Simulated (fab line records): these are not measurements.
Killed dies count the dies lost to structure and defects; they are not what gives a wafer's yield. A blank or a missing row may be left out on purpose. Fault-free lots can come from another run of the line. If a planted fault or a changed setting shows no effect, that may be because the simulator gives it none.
Matching of chambers :: flow nand_harc :: NHARC_P_M0_DESCUM_14 on rie_diel-10: 4 sister chambers
The step chemistry O2, time 3 s. 14 wafers are shown with their chamber, then 7 later ones without.

## WAFERS WITH THEIR CHAMBER
wafer: L362.3
chamber: 3
showerhead_plenum_p_Torr (Torr): 1.91
rf_vpp_V (V): 57.3
oes_product_au (a.u.): 1.009

wafer: L362.4
chamber: 0
showerhead_plenum_p_Torr (Torr): 1.95
rf_vpp_V (V): 56.8
oes_product_au (a.u.): 0.991

wafer: L362.6
chamber: 3
showerhead_plenum_p_Torr (Torr): 1.91
rf_vpp_V (V): 59.0
oes_product_au (a.u.): 1.011

wafer: L364.3
chamber: 3
showerhead_plenum_p_Torr (Torr): 1.90
rf_vpp_V (V): 56.7
oes_product_au (a.u.): 1.003

wafer: L364.4
chamber: 1
showerhead_plenum_p_Torr (Torr): 1.97
rf_vpp_V (V): 58.3
oes_product_au (a.u.): 0.993

wafer: L364.6
chamber: 3
showerhead_plenum_p_Torr (Torr): 1.91
rf_vpp_V (V): 58.5
oes_product_au (a.u.): 1.009

wafer: L366.2
chamber: 0
showerhead_plenum_p_Torr (Torr): 1.95
rf_vpp_V (V): 57.4
oes_product_au (a.u.): 0.983

wafer: L366.3
chamber: 2
showerhead_plenum_p_Torr (Torr): 2.05
rf_vpp_V (V): 58.7
oes_product_au (a.u.): 0.986

wafer: L366.6
chamber: 0
showerhead_plenum_p_Torr (Torr): 1.95
rf_vpp_V (V): 58.1
oes_product_au (a.u.): 1.003

wafer: L369.3
chamber: 0
showerhead_plenum_p_Torr (Torr): 1.94
rf_vpp_V (V): 58.3
oes_product_au (a.u.): 0.994

wafer: L369.5
chamber: 0
showerhead_plenum_p_Torr (Torr): 1.94
rf_vpp_V (V): 57.0
oes_product_au (a.u.): 0.988

wafer: L369.6
chamber: 1
showerhead_plenum_p_Torr (Torr): 1.97
rf_vpp_V (V): 58.3
oes_product_au (a.u.): 0.985

wafer: L379.3
chamber: 2
showerhead_plenum_p_Torr (Torr): 2.04
rf_vpp_V (V): 60.1
oes_product_au (a.u.): 1.005

wafer: L379.4
chamber: 3
showerhead_plenum_p_Torr (Torr): 1.90
rf_vpp_V (V): 58.1
oes_product_au (a.u.): 0.989

SIGNATURES (averages over the wafers above)
reading: showerhead_plenum_p_Torr
chamber 0: 1.9460
chamber 1: 1.9700
chamber 2: 2.0450
chamber 3: 1.9060
scatter within a chamber: 0.00539

reading: rf_vpp_V
chamber 0: 57.520
chamber 1: 58.300
chamber 2: 59.400
chamber 3: 57.920
scatter within a chamber: 0.783

reading: oes_product_au
chamber 0: 0.99180
chamber 1: 0.98900
chamber 2: 0.99550
chamber 3: 1.00420
scatter within a chamber: 0.00872
Rule: a wafer's distance from a chamber is the root of the sum, over the readings, of the square of ((its reading less the chamber's mean) divided by the reading's scatter). The wafer belongs to the nearest chamber; if the next one is less than 2 further off, it can't be placed. How the scatter is found: for the shown wafers, subtract from each reading the mean of its chamber, square and add these, divide the total by (wafers less chambers), then take the root.

## WAFERS MISSING THEIR CHAMBER
wafer: L379.6
showerhead_plenum_p_Torr (Torr): 1.94
rf_vpp_V (V): 57.9
oes_product_au (a.u.): 1.006

wafer: L383.2
showerhead_plenum_p_Torr (Torr): 1.90
rf_vpp_V (V): 56.7
oes_product_au (a.u.): 0.995

wafer: L383.3
showerhead_plenum_p_Torr (Torr): 1.96
rf_vpp_V (V): 59.3
oes_product_au (a.u.): 0.977

wafer: L383.5
showerhead_plenum_p_Torr (Torr): 2.04
rf_vpp_V (V): 55.9
oes_product_au (a.u.): 1.006

wafer: L384.3
showerhead_plenum_p_Torr (Torr): 1.96
rf_vpp_V (V): 57.8
oes_product_au (a.u.): 0.980

wafer: L384.4
showerhead_plenum_p_Torr (Torr): 2.04
rf_vpp_V (V): 56.4
oes_product_au (a.u.): 1.018

wafer: L384.5
showerhead_plenum_p_Torr (Torr): 1.96
rf_vpp_V (V): 58.0
oes_product_au (a.u.): 0.986

## EACH ONE'S CHAMBER
wafer: L379.6
from the rows above: 0
in truth: 0

wafer: L383.2
from the rows above: 3
in truth: 3

wafer: L383.3
from the rows above: can't be placed: 1 or 0
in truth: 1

wafer: L383.5
from the rows above: 2
in truth: 2

wafer: L384.3
from the rows above: can't be placed: 1 or 0
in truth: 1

wafer: L384.4
from the rows above: 2
in truth: 2

wafer: L384.5
from the rows above: can't be placed: 1 or 0
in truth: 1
4 of 7 placed correctly. Not placeable from these rows: 3 (in 3, the candidates include the true chamber). Placed wrongly: 0.
